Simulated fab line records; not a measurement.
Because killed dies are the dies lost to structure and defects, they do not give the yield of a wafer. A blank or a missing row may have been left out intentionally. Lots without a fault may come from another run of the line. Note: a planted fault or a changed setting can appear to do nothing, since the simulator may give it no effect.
Chamber matching ; flow nand harc ; NHARC_P_M2_PRE_CLEAN_32 on pecvd-01 has 3 sister chambers
The step time 12 s. 3 wafers are shown with their chamber, then 12 later ones without.

WAFERS WITH THEIR CHAMBER
wafer;chamber;heater power w (W)
L091.6;1;705
L094.3;0;670
L094.6;2;714

WAFERS WHOSE CHAMBER IS MISSING
wafer;heater power w (W)
L095.2;672
L095.3;705
L095.6;701
L095.1;696
L095.4;663
L095.5;707
L096.2;729
L096.4;726
L096.5;655
L097.1;725
L097.3;629
L097.5;687

THE CHAMBER EACH PASSED THROUGH
wafer;from the rows above;in truth
L095.2;0;0
L095.3;can't be placed: 1 or 2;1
L095.6;can't be placed: 1 or 2 or 0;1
L095.1;can't be placed: 1 or 2 or 0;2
L095.4;0;0
L095.5;can't be placed: 1 or 2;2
L096.2;can't be placed: 2 or 1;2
L096.4;can't be placed: 2 or 1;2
L096.5;0;0
L097.1;can't be placed: 2 or 1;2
L097.3;0;0
L097.5;can't be placed: 0 or 1 or 2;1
Correctly placed: 4 of 12. These rows do not allow placing 8 (true chamber among the candidates in 8). Placed wrongly: 0.
How it was worked out, from the rows above alone: a wafer's distance from a chamber is the root of the sum, over the readings, of the square of ((its reading less the chamber's mean) divided by the reading's scatter). If the next closest chamber is less than 2 further off than the closest, the wafer can't be placed; otherwise it belongs to the closest. For every chamber, the mean is computed from those of its wafers that are shown. The scatter: with one shown wafer a chamber, the root of the mean of the squares of how far each hidden wafer lies from its nearest shown one.
